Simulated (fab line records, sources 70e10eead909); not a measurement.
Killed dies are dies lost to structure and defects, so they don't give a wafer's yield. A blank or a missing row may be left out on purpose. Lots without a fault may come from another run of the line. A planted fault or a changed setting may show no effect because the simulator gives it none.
Chamber matching | flow nand_harc | NHARC_P_M1_DESCUM_14 on rie_diel-11: 4 sister chambers
The step chemistry O2, time 3 s. 27 wafers are shown with their chamber, then 12 later ones without.

WAFERS WITH THEIR CHAMBER
wafer  | chamber | showerhead_plenum_p_Torr (Torr) | drypump_motor_current_A (A) | oes_product_au (a.u.)
L074.2 | 3       | 1.89                            | 5.76                        | 1.021
L074.3 | 2       | 1.88                            | 5.63                        | 1.009
L074.5 | 2       | 1.88                            | 5.64                        | 1.020
L076.1 | 0       | 1.83                            | 6.04                        | 1.007
L076.2 | 2       | 1.88                            | 5.65                        | 1.011
L076.4 | 0       | 1.83                            | 6.04                        | 1.007
L075.1 | 0       | 1.83                            | 6.00                        | 1.007
L075.4 | 2       | 1.88                            | 5.65                        | 1.015
L075.6 | 0       | 1.83                            | 6.01                        | 1.013
L078.1 | 3       | 1.89                            | 5.76                        | 1.021
L078.3 | 1       | 1.88                            | 5.95                        | 0.994
L078.5 | 1       | 1.88                            | 5.93                        | 0.994
L083.2 | 3       | 1.89                            | 5.77                        | 1.015
L083.3 | 0       | 1.83                            | 6.03                        | 0.986
L083.5 | 0       | 1.83                            | 6.03                        | 1.004
L086.1 | 3       | 1.88                            | 5.73                        | 1.021
L086.3 | 1       | 1.88                            | 5.94                        | 0.993
L086.4 | 2       | 1.88                            | 5.62                        | 1.026
L088.1 | 2       | 1.88                            | 5.67                        | 1.020
L088.2 | 3       | 1.88                            | 5.71                        | 1.014
L088.3 | 0       | 1.83                            | 6.05                        | 1.007
L088.4 | 1       | 1.88                            | 5.93                        | 1.005
L088.5 | 3       | 1.88                            | 5.74                        | 1.016
L088.6 | 2       | 1.88                            | 5.66                        | 1.014
L090.2 | 0       | 1.83                            | 6.03                        | 1.019
L090.4 | 3       | 1.88                            | 5.69                        | 1.019
L090.5 | 3       | 1.88                            | 5.71                        | 1.015

SIGNATURES (means of the wafers above)
reading                  | chamber 0 | chamber 1 | chamber 2 | chamber 3 | scatter within a chamber
showerhead_plenum_p_Torr | 1.8300    | 1.8800    | 1.8800    | 1.8837    | 0.00286
drypump_motor_current_A  | 6.0288    | 5.9375    | 5.6457    | 5.7337    | 0.0206
oes_product_au           | 1.00625   | 0.99650   | 1.01643   | 1.01775   | 0.00659
Rule: a wafer's distance from a chamber is the root of the sum, over the readings, of the square of ((its reading less the chamber's mean) divided by the reading's scatter). The wafer belongs to the nearest chamber; if the next one is less than 2 further off, it can't be placed. The scatter: the root of (the sum of the squares of (reading less its chamber's mean) over the shown wafers, divided by (wafers less chambers)).

WAFERS WITHOUT THEIR CHAMBER
wafer  | showerhead_plenum_p_Torr (Torr) | drypump_motor_current_A (A) | oes_product_au (a.u.)
L091.2 | 1.88                            | 5.97                        | 0.988
L091.4 | 1.88                            | 5.63                        | 1.008
L091.5 | 1.88                            | 5.97                        | 0.986
L091.1 | 1.83                            | 6.04                        | 1.008
L091.3 | 1.88                            | 5.73                        | 1.005
L091.6 | 1.88                            | 5.65                        | 1.009
L094.2 | 1.88                            | 5.74                        | 1.005
L094.3 | 1.88                            | 5.68                        | 1.007
L094.4 | 1.88                            | 5.94                        | 0.980
L096.1 | 1.88                            | 5.65                        | 1.014
L096.2 | 1.87                            | 5.93                        | 0.995
L096.3 | 1.82                            | 6.02                        | 1.021

WHICH CHAMBER EACH WENT THROUGH
wafer  | from the rows above     | in truth
L091.2 | 1                       | 1
L091.4 | 2                       | 2
L091.5 | 1                       | 1
L091.1 | 0                       | 0
L091.3 | 3                       | 3
L091.6 | 2                       | 2
L094.2 | 3                       | 3
L094.3 | can't be placed: 2 or 3 | 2
L094.4 | 1                       | 1
L096.1 | 2                       | 2
L096.2 | 1                       | 1
L096.3 | 0                       | 0
Placed correctly: 11 of 12. Can't be placed from these rows: 1 (the true chamber is among the candidates in 1). Placed wrongly: 0.
